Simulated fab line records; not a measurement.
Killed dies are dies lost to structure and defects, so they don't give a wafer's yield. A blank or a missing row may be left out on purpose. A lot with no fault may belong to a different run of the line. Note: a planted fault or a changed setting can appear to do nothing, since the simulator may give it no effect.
Chamber matching / flow n5_finfet / N5_BEOL_M4_ALD_84 on ald_metal-02 has 4 sister chambers
The step deposits TaN, pulse time 2 s, purge time 3 s, co reactant purge time 2 s. 24 wafers are shown with their chamber, then 12 later ones without.

## WAFERS WITH THEIR CHAMBER
wafer=L075.1; chamber=2; heater_power_w (W)=414; precursor_vessel_carrier_sccm (sccm)=1001.1; precursor_vessel_pressure_torr (Torr)=26.21
wafer=L075.2; chamber=0; heater_power_w (W)=466; precursor_vessel_carrier_sccm (sccm)=1000.5; precursor_vessel_pressure_torr (Torr)=26.16
wafer=L075.5; chamber=0; heater_power_w (W)=457; precursor_vessel_carrier_sccm (sccm)=998.4; precursor_vessel_pressure_torr (Torr)=26.31
wafer=L079.2; chamber=3; heater_power_w (W)=383; precursor_vessel_carrier_sccm (sccm)=1001.3; precursor_vessel_pressure_torr (Torr)=26.27
wafer=L079.4; chamber=1; heater_power_w (W)=427; precursor_vessel_carrier_sccm (sccm)=1005.4; precursor_vessel_pressure_torr (Torr)=26.19
wafer=L079.6; chamber=1; heater_power_w (W)=423; precursor_vessel_carrier_sccm (sccm)=1006.6; precursor_vessel_pressure_torr (Torr)=26.26
wafer=L080.1; chamber=0; heater_power_w (W)=451; precursor_vessel_carrier_sccm (sccm)=1001.3; precursor_vessel_pressure_torr (Torr)=26.22
wafer=L080.2; chamber=3; heater_power_w (W)=379; precursor_vessel_carrier_sccm (sccm)=998.4; precursor_vessel_pressure_torr (Torr)=26.25
wafer=L080.4; chamber=1; heater_power_w (W)=426; precursor_vessel_carrier_sccm (sccm)=1002.2; precursor_vessel_pressure_torr (Torr)=26.26
wafer=L081.1; chamber=3; heater_power_w (W)=379; precursor_vessel_carrier_sccm (sccm)=998.4; precursor_vessel_pressure_torr (Torr)=26.22
wafer=L081.3; chamber=2; heater_power_w (W)=429; precursor_vessel_carrier_sccm (sccm)=995.9; precursor_vessel_pressure_torr (Torr)=26.26
wafer=L081.6; chamber=0; heater_power_w (W)=463; precursor_vessel_carrier_sccm (sccm)=1002.7; precursor_vessel_pressure_torr (Torr)=26.20
wafer=L082.1; chamber=2; heater_power_w (W)=435; precursor_vessel_carrier_sccm (sccm)=997.0; precursor_vessel_pressure_torr (Torr)=26.27
wafer=L082.3; chamber=1; heater_power_w (W)=432; precursor_vessel_carrier_sccm (sccm)=998.7; precursor_vessel_pressure_torr (Torr)=26.26
wafer=L082.5; chamber=1; heater_power_w (W)=414; precursor_vessel_carrier_sccm (sccm)=1003.3; precursor_vessel_pressure_torr (Torr)=26.24
wafer=L085.3; chamber=0; heater_power_w (W)=457; precursor_vessel_carrier_sccm (sccm)=999.9; precursor_vessel_pressure_torr (Torr)=26.21
wafer=L085.4; chamber=1; heater_power_w (W)=415; precursor_vessel_carrier_sccm (sccm)=999.7; precursor_vessel_pressure_torr (Torr)=26.25
wafer=L085.5; chamber=2; heater_power_w (W)=423; precursor_vessel_carrier_sccm (sccm)=1003.4; precursor_vessel_pressure_torr (Torr)=26.24
wafer=L086.4; chamber=2; heater_power_w (W)=428; precursor_vessel_carrier_sccm (sccm)=1002.7; precursor_vessel_pressure_torr (Torr)=26.24
wafer=L086.5; chamber=2; heater_power_w (W)=436; precursor_vessel_carrier_sccm (sccm)=999.8; precursor_vessel_pressure_torr (Torr)=26.21
wafer=L086.6; chamber=1; heater_power_w (W)=421; precursor_vessel_carrier_sccm (sccm)=1001.3; precursor_vessel_pressure_torr (Torr)=26.28
wafer=L089.1; chamber=0; heater_power_w (W)=460; precursor_vessel_carrier_sccm (sccm)=1002.0; precursor_vessel_pressure_torr (Torr)=26.18
wafer=L089.5; chamber=0; heater_power_w (W)=454; precursor_vessel_carrier_sccm (sccm)=1001.7; precursor_vessel_pressure_torr (Torr)=26.26
wafer=L089.6; chamber=3; heater_power_w (W)=384; precursor_vessel_carrier_sccm (sccm)=998.9; precursor_vessel_pressure_torr (Torr)=26.16

SIGNATURES, as means of the wafers listed above
reading=heater_power_w; chamber 0=458.29; chamber 1=422.57; chamber 2=427.50; chamber 3=381.25; scatter within a chamber=6.19
reading=precursor_vessel_carrier_sccm; chamber 0=1000.929; chamber 1=1002.457; chamber 2=999.983; chamber 3=999.250; scatter within a chamber=2.39
reading=precursor_vessel_pressure_torr; chamber 0=26.2200; chamber 1=26.2486; chamber 2=26.2383; chamber 3=26.2250; scatter within a chamber=0.0389
Rule: a wafer's distance from a chamber is the root of the sum, over the readings, of the square of ((its reading less the chamber's mean) divided by the reading's scatter). The wafer belongs to the nearest chamber; if the next one is less than 2 further off, it can't be placed. The scatter is the square root of a quotient: the sum, over the shown wafers, of each reading's squared deviation from its chamber's mean, divided by wafers minus chambers.

## WAFERS MISSING THEIR CHAMBER
wafer=L091.2; heater_power_w (W)=436; precursor_vessel_carrier_sccm (sccm)=997.7; precursor_vessel_pressure_torr (Torr)=26.32
wafer=L091.3; heater_power_w (W)=383; precursor_vessel_carrier_sccm (sccm)=1000.0; precursor_vessel_pressure_torr (Torr)=26.29
wafer=L091.6; heater_power_w (W)=375; precursor_vessel_carrier_sccm (sccm)=999.7; precursor_vessel_pressure_torr (Torr)=26.23
wafer=L094.1; heater_power_w (W)=450; precursor_vessel_carrier_sccm (sccm)=1006.3; precursor_vessel_pressure_torr (Torr)=26.29
wafer=L094.2; heater_power_w (W)=416; precursor_vessel_carrier_sccm (sccm)=1001.4; precursor_vessel_pressure_torr (Torr)=26.21
wafer=L094.6; heater_power_w (W)=417; precursor_vessel_carrier_sccm (sccm)=1001.7; precursor_vessel_pressure_torr (Torr)=26.36
wafer=L095.2; heater_power_w (W)=422; precursor_vessel_carrier_sccm (sccm)=996.4; precursor_vessel_pressure_torr (Torr)=26.26
wafer=L095.3; heater_power_w (W)=447; precursor_vessel_carrier_sccm (sccm)=1001.5; precursor_vessel_pressure_torr (Torr)=26.27
wafer=L095.5; heater_power_w (W)=447; precursor_vessel_carrier_sccm (sccm)=998.9; precursor_vessel_pressure_torr (Torr)=26.21
wafer=L096.1; heater_power_w (W)=459; precursor_vessel_carrier_sccm (sccm)=997.9; precursor_vessel_pressure_torr (Torr)=26.23
wafer=L096.2; heater_power_w (W)=421; precursor_vessel_carrier_sccm (sccm)=997.1; precursor_vessel_pressure_torr (Torr)=26.23
wafer=L096.4; heater_power_w (W)=377; precursor_vessel_carrier_sccm (sccm)=1002.3; precursor_vessel_pressure_torr (Torr)=26.30

## EACH ONE'S CHAMBER
wafer=L091.2; from the rows above=can't be placed: 2 or 1 or 0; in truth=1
wafer=L091.3; from the rows above=3; in truth=3
wafer=L091.6; from the rows above=3; in truth=3
wafer=L094.1; from the rows above=can't be placed: 0 or 2 or 1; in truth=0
wafer=L094.2; from the rows above=can't be placed: 1 or 2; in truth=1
wafer=L094.6; from the rows above=can't be placed: 1 or 2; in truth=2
wafer=L095.2; from the rows above=can't be placed: 2 or 1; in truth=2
wafer=L095.3; from the rows above=can't be placed: 0 or 2 or 1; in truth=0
wafer=L095.5; from the rows above=can't be placed: 0 or 2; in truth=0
wafer=L096.1; from the rows above=0; in truth=0
wafer=L096.2; from the rows above=can't be placed: 2 or 1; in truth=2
wafer=L096.4; from the rows above=3; in truth=3
4 of 12 placed correctly. Not placeable from these rows: 8 (in 8, the candidates include the true chamber). Placed wrongly: 0.
